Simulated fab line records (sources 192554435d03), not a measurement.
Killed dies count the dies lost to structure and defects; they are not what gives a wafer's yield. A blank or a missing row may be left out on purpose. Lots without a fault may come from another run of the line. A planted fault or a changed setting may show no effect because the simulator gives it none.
Chamber matching || flow n5_finfet || rie_diel-04 running N5_BEOL_M0_SAQP_ETCH_106: 4 sister chambers
The step etches SOC in N2/H2, stops on SiNx, target depth 150 nm. 4 wafers are shown with their chamber, then 11 later ones without.

== WAFERS, EACH WITH ITS CHAMBER ==
{"wafer": "L082.1", "chamber": 0, "showerhead_plenum_p_Torr (Torr)": 2.49}
{"wafer": "L089.2", "chamber": 3, "showerhead_plenum_p_Torr (Torr)": 2.40}
{"wafer": "L089.5", "chamber": 2, "showerhead_plenum_p_Torr (Torr)": 2.71}
{"wafer": "L094.3", "chamber": 1, "showerhead_plenum_p_Torr (Torr)": 2.61}

== WAFERS WHOSE CHAMBER IS MISSING ==
{"wafer": "L094.4", "showerhead_plenum_p_Torr (Torr)": 2.71}
{"wafer": "L094.5", "showerhead_plenum_p_Torr (Torr)": 2.48}
{"wafer": "L095.1", "showerhead_plenum_p_Torr (Torr)": 2.71}
{"wafer": "L095.2", "showerhead_plenum_p_Torr (Torr)": 2.48}
{"wafer": "L095.6", "showerhead_plenum_p_Torr (Torr)": 2.61}
{"wafer": "L096.1", "showerhead_plenum_p_Torr (Torr)": 2.71}
{"wafer": "L096.2", "showerhead_plenum_p_Torr (Torr)": 2.48}
{"wafer": "L096.5", "showerhead_plenum_p_Torr (Torr)": 2.71}
{"wafer": "L097.1", "showerhead_plenum_p_Torr (Torr)": 2.39}
{"wafer": "L097.2", "showerhead_plenum_p_Torr (Torr)": 2.61}
{"wafer": "L097.5", "showerhead_plenum_p_Torr (Torr)": 2.48}

== WHICH CHAMBER EACH ONE RAN IN ==
{"wafer": "L094.4", "from the rows above": 2, "in truth": 2}
{"wafer": "L094.5", "from the rows above": 0, "in truth": 0}
{"wafer": "L095.1", "from the rows above": 2, "in truth": 2}
{"wafer": "L095.2", "from the rows above": 0, "in truth": 0}
{"wafer": "L095.6", "from the rows above": 1, "in truth": 1}
{"wafer": "L096.1", "from the rows above": 2, "in truth": 2}
{"wafer": "L096.2", "from the rows above": 0, "in truth": 0}
{"wafer": "L096.5", "from the rows above": 2, "in truth": 2}
{"wafer": "L097.1", "from the rows above": 3, "in truth": 3}
{"wafer": "L097.2", "from the rows above": 1, "in truth": 1}
{"wafer": "L097.5", "from the rows above": 0, "in truth": 0}
Correctly placed: 11 of 11. Number that these rows cannot place: 0. Number placed wrongly: 0.
How it was worked out, from the rows above alone: a wafer's distance from a chamber is the root of the sum, over the readings, of the square of ((its reading less the chamber's mean) divided by the reading's scatter). The wafer belongs to the nearest chamber; if the next one is less than 2 further off, it can't be placed. A chamber's mean is the mean of its shown wafers. The scatter: with one shown wafer a chamber, the root of the mean of the squares of how far each hidden wafer lies from its nearest shown one.
